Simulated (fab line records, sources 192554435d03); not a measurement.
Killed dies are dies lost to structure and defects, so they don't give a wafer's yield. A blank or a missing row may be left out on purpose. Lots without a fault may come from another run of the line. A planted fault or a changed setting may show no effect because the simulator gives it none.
fab line records | flow n5_finfet
record lots=12 wafers=35 last_day=17
route steps=1938 shown BEOL_M4@1105 BEOL_M5@1114
lots that met no fault: from a run of the same line without faults
start_h: hours from the record's first day to the start of the lot's first wafer shown | wait_h: hours since the lot's step before | " the same as in the row above | L1.1+2: a row that stands for several wafers | - no value, or no start given | * or withheld: withheld | < > ~ a bound
route shown NAME@n: a module of which the file shows steps, and the number in the route of the first | usual: mean/standard deviation of fault-free wafers | same: alike in all rows | chamber/n: place in a boat | sites: the reading at each site | _std_site: their standard deviation | _edge_site: outer sites' mean less inner sites' | radius_mm: how far each site lies from the wafer's centre | mask NAME#n: copy n | behind: the tool/chamber that last shaped the wafer | hold: why the lot was held/for how many hours/how that ended | device: the transistor (n, p or np) that didn't switch | end of line: the same wafers' tests at the end of the route | a step without rows: its recipe alone | killed: dies lost to structure and defects at the first sort, not the wafer's yield | map: a wafer's dies, x killed, . not, _ none there
set.NAME: the setting as run; set.NAME@STEP: as run at that earlier step | model.NAME: the simulator's own value behind a step, which no gauge read
steps of the route over a sample of lots; a table a step, a row a wafer
services: from which hour (start_h, from the record's first day; less than 0 if before it) a tool's chamber was out of use, for how many hours, and why
## steps
# step N5_BEOL_M4_PRE_CLEAN_60
# recipe gas=NH3/H2 time_s=15 temp_c=* rf_power_w=300
# usual heater_power_w=78/15
# columns lot.wafer tool chamber start_h wait_h heater_power_w
L558.1 cvd_co-02 0 178.36 0.0 57
L558.5 " 1 " " 82
L558.6 " 2 " " 104
L559.2 cvd_co-01 0 196.10 0.0 86
L559.5 " 2 " " 78
L559.6 " 0 " " 89
L561.1 cvd_co-02 1 206.72 0.0 81
L561.3 " 2 " " 105
L561.6 " 2 " " 104
L563.1 cvd_co-01 1 207.44 0.0 61
L563.3 " 2 " " 82
L563.4 " 1 " " 60
L562.4 cvd_co-02 1 208.83 0.1 82
L562.5 " 2 " " 102
L562.6 " 0 " " 57
L564.3 cvd_co-02 1 212.47 0.0 84
L564.4 " 0 " " 57
L564.5 " 1 " " 81
L565.2 cvd_co-01 0 219.03 0.0 86
L565.3 " 1 " " 61
L565.5 " 1 " " 60
L567.3 cvd_co-01 2 233.65 0.0 83
L567.4 " 1 " " 60
L567.5 " 2 " " 80
L566.2 cvd_co-01 1 242.37 0.0 60
L566.3 " 0 " " 91
L566.6 " 0 " " 84
L568.1 cvd_co-01 2 252.50 0.0 81
L568.4 " 0 " " 86
L568.6 " 1 " " 60
L572.1 cvd_co-02 2 268.26 0.0 101
L572.3 " 1 " " 80
L572.5 " 1 " " 83
L575.2 cvd_co-01 2 290.34 0.0 81
L575.4 " 0 " " 86
# step N5_BEOL_M5_THK_MEAS_01
# recipe reads=SiCOH_lowk_of_BEOL_M5_ILD_DEP_00
# usual M5_ILD_THK=121.3/2
# columns lot.wafer tool chamber start_h wait_h M5_ILD_THK[nm]
L558.1 film_metro-01 - 180.17 0.4 122.8
L558.5 " - " " 123.1
L558.6 " - " " 125.8
L559.2 film_metro-01 - 197.91 0.4 122.3
L559.5 " - " " 121.9
L559.6 " - " " 122.7
L561.1 film_metro-02 - 208.55 0.4 116.9
L561.3 " - " " 118.4
L561.6 " - " " 123.1
L563.1 film_metro-01 - 209.28 0.4 118.2
L563.3 " - " " 120.2
L563.4 " - " " 120.0
L562.4 film_metro-02 - 210.65 0.2 122.9
L562.5 " - " " 124.1
L562.6 " - " " 122.4
L564.3 film_metro-01 - 214.32 0.3 122.0
L564.4 " - " " 122.9
L564.5 " - " " 122.5
L565.2 film_metro-01 - 220.85 0.4 119.6
L565.3 " - " " 119.2
L565.5 " - " " 123.8
L567.3 film_metro-01 - 235.51 0.3 123.2
L567.4 " - " " 122.2
L567.5 " - " " 123.7
L566.2 film_metro-01 - 244.18 0.4 121.1
L566.3 " - " " 118.9
L566.6 " - " " 121.3
L568.1 film_metro-01 - 254.32 0.4 121.1
L568.4 " - " " 122.4
L568.6 " - " " 123.2
L572.1 film_metro-01 - 270.10 0.4 121.0
L572.3 " - " " 117.8
L572.5 " - " " 122.7
L575.2 film_metro-01 - 292.17 0.4 122.4
L575.4 " - " " 122.7
# step N5_BEOL_M5_CD_MEAS_11
# recipe target_cd_nm=27.74 landing_energy_ev=500 detector=se_inlens
# usual cd_nm=28.02/0.24
# columns lot.wafer tool chamber start_h wait_h cd_nm
L558.1 cd_sem-01 0 181.35 - 28.06
L558.5 " 0 " " 28.43
L558.6 " 0 " " 27.75
L559.2 cd_sem-01 0 199.20 - 27.98
L559.5 " 0 " " 27.95
L559.6 " 0 " " 27.63
L561.1 cd_sem-02 0 209.49 - 28.19
L561.3 " 0 " " 28.37
L561.6 " 0 " " 28.64
L563.1 cd_sem-01 0 210.17 - 28.09
L563.3 " 0 " " 27.77
L563.4 " 0 " " 28.20
L562.4 cd_sem-01 0 212.42 - 28.51
L562.5 " 0 " " 27.75
L562.6 " 0 " " 28.45
L564.3 cd_sem-01 0 218.77 - 27.96
L564.4 " 0 " " 28.18
L564.5 " 0 " " 27.95
L565.2 cd_sem-02 0 222.38 - 28.05
L565.3 " 0 " " 27.93
L565.5 " 0 " " 28.21
L567.3 cd_sem-02 0 236.59 - 28.14
L567.4 " 0 " " 28.20
L567.5 " 0 " " 28.24
L566.2 cd_sem-02 0 245.34 - 27.69
L566.3 " 0 " " 27.79
L566.6 " 0 " " 28.12
L568.1 cd_sem-01 0 255.41 - 27.91
L568.4 " 0 " " 28.05
L568.6 " 0 " " 28.19
L572.1 cd_sem-02 0 271.29 - 28.36
L572.3 " 0 " " 27.76
L572.5 " 0 " " 28.14
L575.2 cd_sem-02 0 293.31 - 27.87
L575.4 " 0 " " 28.03
# step N5_BEOL_M5_ETCH_61
# recipe chemistry=CF4 target=SiARC target_depth_a=156 mask_material=CAR-EUV time_s=26 ion_energy_ev=80 pressure_mtorr=40 source_w=545 bias_w=36 Ar_flow_sccm=100 cf4_flow_sccm=100 ends=cleared
# usual drypump_motor_current_A=5.5/0.47 etch_rf_on_time_s=26.0/0.91 oes_product_au=0.69/0.076 rf_vpp_V=184.1/1.2 showerhead_plenum_p_Torr=2.13/0.075 throttle_valve_pct=15.59/0.23
# columns lot.wafer tool chamber start_h wait_h drypump_motor_current_A etch_rf_on_time_s oes_product_au rf_hours_counter_h rf_vpp_V showerhead_plenum_p_Torr throttle_valve_pct
L558.1 rie_diel-01 2 181.55 0.0 5.5 26.9 0.78 24 182.9 2.09 15.28
L558.5 " 3 " " 5.6 24.8 0.82 - 185.7 2.21 15.28
L558.6 " 1 " " 5.1 27.5 0.62 - 182.3 2.06 15.93
L559.2 rie_diel-01 0 199.37 0.0 5.4 25.8 0.81 5 186.9 2.26 15.44
L559.5 " 2 " " 5.4 26.9 0.77 - 183.0 2.09 15.27
L559.6 " 3 " " 5.6 24.8 0.81 - 184.0 2.21 15.27
L561.1 rie_diel-03 2 209.66 0.0 5.0 25.4 0.70 112 184.3 2.17 15.74
L561.3 " 0 " " 5.0 25.4 0.79 32 185.6 2.27 15.38
L561.6 " 0 " " 5.0 25.4 0.78 - 185.0 2.27 15.37
L563.1 rie_diel-04 1 210.34 0.0 5.6 25.9 0.67 145 184.6 2.14 15.67
L563.3 " 2 " " 4.7 27.1 0.59 217 181.1 2.00 15.48
L563.4 " 0 " " 5.3 25.7 0.79 24 185.6 2.18 15.55
L562.4 rie_diel-04 1 212.70 0.0 5.6 26.0 0.67 146 184.1 2.14 15.69
L562.5 " 2 " " 4.7 26.9 0.59 - 182.3 2.00 15.49
L562.6 " 1 " " 5.7 25.9 0.67 - 183.5 2.14 15.68
L564.3 rie_diel-01 1 219.07 0.0 5.1 27.4 0.61 170 182.9 2.06 15.96
L564.4 " 0 " " 5.4 25.7 0.80 11 186.6 2.26 15.43
L564.5 " 2 " " 5.5 26.8 0.76 - 184.3 2.08 15.29
L565.2 rie_diel-04 3 222.55 0.0 6.4 25.9 0.64 156 183.2 2.13 15.75
L565.3 " 0 " " 5.3 25.8 0.78 27 184.5 2.18 15.57
L565.5 " 1 " " 5.7 26.0 0.67 - 183.0 2.14 15.68
L567.3 rie_diel-01 2 236.80 0.0 5.5 26.6 0.76 - 184.2 2.08 15.32
L567.4 " 1 " " 5.1 27.5 0.61 - 184.3 2.05 15.96
L567.5 " 1 " " 5.1 27.6 0.61 - 183.2 2.05 15.96
L566.2 rie_diel-01 0 245.82 0.0 5.3 25.5 0.79 16 186.3 2.26 15.47
L566.3 " 2 " " 5.5 26.8 0.75 47 182.8 2.08 15.33
L566.6 " 1 " " 5.1 27.3 0.60 - 184.3 2.05 15.96
L568.1 rie_diel-04 2 256.33 0.0 4.7 27.2 0.58 234 182.9 2.00 15.52
L568.4 " 1 " " 5.6 26.4 0.65 162 184.7 2.14 15.71
L568.6 " 3 " " 6.4 25.9 0.63 - 183.7 2.12 15.77
L572.1 rie_diel-04 2 271.87 0.0 4.7 27.0 0.58 241 182.3 2.00 15.54
L572.3 " 1 " " 5.6 25.8 0.65 170 185.3 2.13 15.73
L572.5 " 3 " " 6.4 30.7 0.57 - 184.2 2.12 15.79
L575.2 rie_diel-04 1 294.04 0.0 5.7 26.2 0.65 179 183.3 2.13 15.74
L575.4 " 0 " " 5.3 31.1 0.67 - 182.7 2.17 15.62
## services
# columns tool chamber start_h hours kind
rie_diel-04 - 167.56 0.5 repair
cvd_co-01 - 180.76 4.3 pm
rie_diel-01 0 223.37 15.1 repair
rie_diel-01 3 232.64 22.4 repair
rie_diel-03 - 244.35 28.1 pm
cvd_co-01 - 274.33 0.4 repair
rie_diel-04 2 292.60 - clean
rie_diel-04 2 292.60 - consumable_replace:focus_ring
rie_diel-04 2 292.60 - consumable_replace:showerhead
rie_diel-04 2 292.60 22.2 scheduled_down
rie_diel-04 2 292.60 22.2 vent_cycle
## key
first_sign step=N5_BEOL_M5_ETCH_61 reading=etch_rf_on_time_s direction=up sigmas=5.4 usual=* struck=*
effect none on later readings
met_at N5_BEOL_M5_ETCH_61
struck_lots L572,L575
struck_wafers L572.5,L575.4
baseline_loss step=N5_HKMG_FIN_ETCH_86 wafers=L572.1
not_acting_at N5_BEOL_M4_PRE_CLEAN_60,N5_BEOL_M5_THK_MEAS_01,N5_BEOL_M5_CD_MEAS_11
onset_between 256.33 271.87
fault kind=process_parameter_drift tool=rie_diel-04 chamber=- onset_h=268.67 steps=N5_BEOL_M5_ETCH_61 channel=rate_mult offset=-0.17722 shape=step end_h=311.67 scope=struck_wafers_only
# baseline_loss: these wafers lose ten dies or more at that step, a loss of the line's own and not of a fault; the sort's usual values leave them out
